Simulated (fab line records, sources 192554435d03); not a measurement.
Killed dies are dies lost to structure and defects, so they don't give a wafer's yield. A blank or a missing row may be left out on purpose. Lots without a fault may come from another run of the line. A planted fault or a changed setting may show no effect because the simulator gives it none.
One fault seen from 3 desks | flow n5_finfet | each desk has only its own numbers; what lay behind them comes last

THE TOOL OWNER'S DESK: pvd_sputter-01
The tool's own readings at N5_BEOL_M6_HM_DEP_02 (deposits TiN, target thk 20 nm): means of the sampled wafers that have a number, for each lot that ran on this tool. A lot is out of limits, marked OUT, if its mean lies more than 4 standard deviations from the usual mean; the brackets give that distance.
Columns: A = chamber_pressure_pa at N5_BEOL_M6_HM_DEP_02, usual 0.5000 Pa; B = substrate_temp_c at N5_BEOL_M6_HM_DEP_02, usual 24.99 C; C = throttle_valve_pct at N5_BEOL_M6_HM_DEP_02, usual 30.3 %
lot  | first seen here | A      | B     | C
L610 | day 8 16:17     | 0.5001 | 25.00 | 30.9
L612 | day 9 01:18     | 0.5003 | 25.11 | 30.4
L615 | day 10 19:54    | 0.4998 | 25.05 | 30.7
L618 | day 11 06:20    | 0.5003 | 24.99 | 30.4
L631 | day 14 04:49    | 0.4999 | 24.97 | 30.5
This desk's finding: nothing out of limits on any of the 5 lots.

THE DEFECT DESK
What the inspections along the route counted, lot by lot: means of the sampled wafers that have a number. A lot is out of limits, marked OUT, if its mean lies more than 4 standard deviations from the usual mean; the brackets give that distance.
Columns: A = raw_defect_count at N5_BEOL_M6_INSPECT_13, usual 392; B = raw_defect_count at N5_BEOL_M6_INSPECT_30, usual 392
lot  | first seen here | A              | B
L610 | day 8 16:43     | 431            | 423
L612 | day 9 02:01     | 403            | 397
L613 | day 9 23:17     | 368            | 340
L614 | day 10 02:15    | 359            | 362
L615 | day 10 20:17    | 842 (+5.0) OUT | 858 (+5.1) OUT
L618 | day 11 06:55    | 885 (+5.5) OUT | 889 (+5.5) OUT
L622 | day 11 23:19    | 528            | 518
L626 | day 13 12:07    | 355            | 340
L628 | day 13 12:32    | 398            | 396
L630 | day 14 02:19    | 545            | 564
L631 | day 14 05:22    | 380            | 383
This desk's finding: out of limits on L615, L618; first on L615, day 10 20:17 (raw_defect_count at N5_BEOL_M6_INSPECT_13). In limits: L610, L612, L613, L614, L622, L626, L628, L630, L631.

THE METROLOGY DESK
What the gauges read, lot by lot, whatever tool the lot ran on: means of the sampled wafers that have a number. A lot is out of limits, marked OUT, if its mean lies more than 4 standard deviations from the usual mean; the brackets give that distance.
Columns: A = M6_ILD_THK at N5_BEOL_M6_THK_MEAS_01, usual 154.3 nm
lot  | first seen here | A
L610 | day 8 16:12     | 154.1
L612 | day 9 01:08     | 154.3
L613 | day 9 22:06     | 153.7
L614 | day 10 00:28    | 154.5
L615 | day 10 18:14    | 151.1
L618 | day 11 05:18    | 155.1
L622 | day 11 19:48    | 154.6
L626 | day 13 10:20    | 154.1
L628 | day 13 11:27    | 153.3
L630 | day 14 00:47    | 154.8
L631 | day 14 03:53    | 156.5
This desk's finding: nothing out of limits on any of the 11 lots.

PUT TOGETHER
The defect desk could have raised an alarm at day 10 20:17, on L615, L618.
The tool owner's desk saw nothing out of limits.
The metrology desk saw nothing out of limits.
The tool owner's desk has L615, L618 on record, within its limits.
The metrology desk has L615, L618 on record, within its limits.
Of the lots named, all ran N5_BEOL_M6_HM_DEP_02 on pvd_sputter-01.

WHAT THE SIMULATOR HAD PUT IN
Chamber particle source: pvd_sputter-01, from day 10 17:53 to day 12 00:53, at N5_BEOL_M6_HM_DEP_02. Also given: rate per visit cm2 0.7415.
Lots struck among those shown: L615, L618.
Hours from the fault's start to each desk's first reading out of limits: the defect desk, 2.
